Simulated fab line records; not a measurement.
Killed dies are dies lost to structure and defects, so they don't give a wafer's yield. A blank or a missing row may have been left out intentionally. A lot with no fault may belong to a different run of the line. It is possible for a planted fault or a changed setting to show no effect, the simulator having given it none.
A struck lot beside a sound one	flow nand harc	22 steps out of a route of 1159
Sound: wafers L192.1, L192.3, L192.4. Struck: wafer L204.3. The cause is given at the end.
Per side, at each step with rows, come the tool, then ch with its chambers, and then its first start. Under that, the readings that differ: sound wafers	struck wafers	difference of the means	sigmas: that difference in standard deviations of wafers without a fault.
alike: same words and numbers on both sides, and readings whose means sit less than 2 such deviations apart. not compared: any withheld reading, any reading some wafer has no value for, any bound like >300 that may hide the same value, and any number with overlapping values for which the record gives no deviation.
Wherever a step has rows on one side only, a row that says differs or no value, or a row with sigmas, the two part there. Numbers that don't overlap but have no deviation are shown without sigmas and don't part them. A reading that every wafer of one side lacks parts them only if that side has two wafers or more.

first, 1 step without rows for these wafers: NHARC_P_M2_DEVELOP_08 (develop time 35 s).
NHARC_P_M2_CD_MEAS_09: target cd 170 nm.
  sound on cd sem-02 ch 0, day 7 05:23; struck on cd sem-01 ch 0, day 10 11:07
  alike: cd nm
NHARC_P_M2_OVL_MEAS_10: pitch 340 nm.
  sound on overlay-01, day 7 05:29; struck on overlay-02, day 10 11:11
  alike: overlay x nm, overlay y nm
NHARC_P_M2_INSPECT_11:
  sound on defect inspect-02, day 7 05:31; struck on defect inspect-01, day 10 11:14
  alike: raw defect count
then, 3 steps without rows for these wafers: NHARC_P_M2_DESCUM_14 (chemistry O2, time 3 s); NHARC_P_M2_ETCH_35 (etches the open film in N2/H2, target depth 40 nm, overetch 12 nm, time 43.94 s); NHARC_P_M2_ETCH_15 (etches the open film in C4F8/Ar, target depth 182.5 nm, time 91.2 s).
NHARC_P_M2_CD_MEAS_16:
  sound on cd sem-03, day 7 05:53; struck on cd sem-01, day 10 11:36
  alike: cd nm
NHARC_P_M2_STRIP_18: strips in N2/H2.
  sound on rie diel-02 ch 0,1,2, day 7 05:59; struck on rie diel-02 ch 3, day 10 11:45
reading	sound	struck	difference	sigmas
chamber pressure mTorr (mTorr)	29.990 30.020 30.042	29.941	-0.076	-3
rf hours counter h (h)	7 7 6	2	-5	
rf vpp V (V)	89.4 91.6 90.5	92.7	+2.2	+2
  alike: drypump motor current A, oes product au, showerhead plenum p Torr, throttle valve pct
then, 2 steps without rows for these wafers: NHARC_P_M2_ETCH_28 (etches the open film in CF4/N2, target depth 30 nm, time 72.99 s); NHARC_P_M2_STRIP_19 (strips in post etch residue remover, time 600 s).
NHARC_P_M2_DEGAS_29: time 60 s.
  sound on pvd sputter-02, day 7 06:37; struck on pvd sputter-03, day 10 12:20
  alike: heater power w
NHARC_P_M2_PRE_CLEAN_30: time 30 s.
  sound on pvd sputter-02, day 7 06:40; struck on pvd sputter-03, day 10 12:23
  alike: heater power w
then, 1 step without rows for these wafers: NHARC_P_M2_PVD_20 (deposits TaN, target thk 5 nm, time 8.06 s).
NHARC_P_M2_PVD_21: deposits Cu, target thk 30 nm, time 20.49 s.
  sound on pvd sputter-02; struck on pvd sputter-03
  alike: throttle valve pct
then, 1 step without rows for these wafers: NHARC_P_M2_ECD_22 (material Cu, target thk 400 nm).
NHARC_P_M2_ANNEAL_31: time 90 s.
  sound on rtp anneal-02 ch 0, day 7 07:21; struck on rtp anneal-01 ch 0, day 10 13:42
  alike: wafer_temp_C_max
then, 1 step without rows for these wafers: NHARC_P_M2_CMP_23 (polishes, t overpolish 20 s, target thk 144.3 nm).
NHARC_P_M2_THK_MEAS_24: measures by xrf.
  sound on film metro-02, day 7 08:01; struck on film metro-01, day 10 14:16
  alike: thk nm
next, for these wafers, 1 step has no rows: NHARC_P_M2_SRD_25.
NHARC_P_M2_PRE_CLEAN_32: time 12 s.
  sound on pecvd-03 ch 0,1,2, day 7 08:14; struck on pecvd-02 ch 2, day 10 15:40
reading	sound	struck	difference	sigmas
hold	- - -	await dispo/0.9h/release	no value on the sound wafers	
heater power w (W)	558 562 745	823	+201	+2
-- the record jumps here: 14 days lie between the struck wafers' starts before and after (it left off in module P_M2 and takes up again in module END, whose first step shown is number 1159 of the route) --
NHARC_END_SORT_01:
  sound on prober-02 ch 0, day 20 11:04; struck on prober-01 ch 0, day 24 19:51
reading	sound	struck	difference	sigmas
hold	- - -	await dispo/2.1h/release	no value on the sound wafers	
defect limited yield (%)	98.2 98.2 97.6	84.2	-13.8	-8
killed at array	10 11 10	38	+28	+3
killed at periphery	2 1 5	69	+66	+30
killed dies	12 12 16	107	+94	+8
sort_bin_2_pct (%)	0.6 0.3 1.0	6.5	+5.9	+8
sort_bin_3_pct (%)	0 0.30 0.30	2.81	+2.61	+12
sort_bin_4_pct (%)	1.2 1.2 1.0	6.5	+5.4	+5
sort n pass	665 665 661	570	-94	-8
sort rim yield pct (%)	96 99 95	85	-12	-3
sort yield pct (%)	98.2 98.2 97.6	84.2	-13.8	-8
  alike: killed at other, killed open, killed short

WHERE THEY PART
Last at NHARC_END_SORT_01 as far as this record goes, first at NHARC_P_M2_STRIP_18.

WHY: whatever the simulator had introduced
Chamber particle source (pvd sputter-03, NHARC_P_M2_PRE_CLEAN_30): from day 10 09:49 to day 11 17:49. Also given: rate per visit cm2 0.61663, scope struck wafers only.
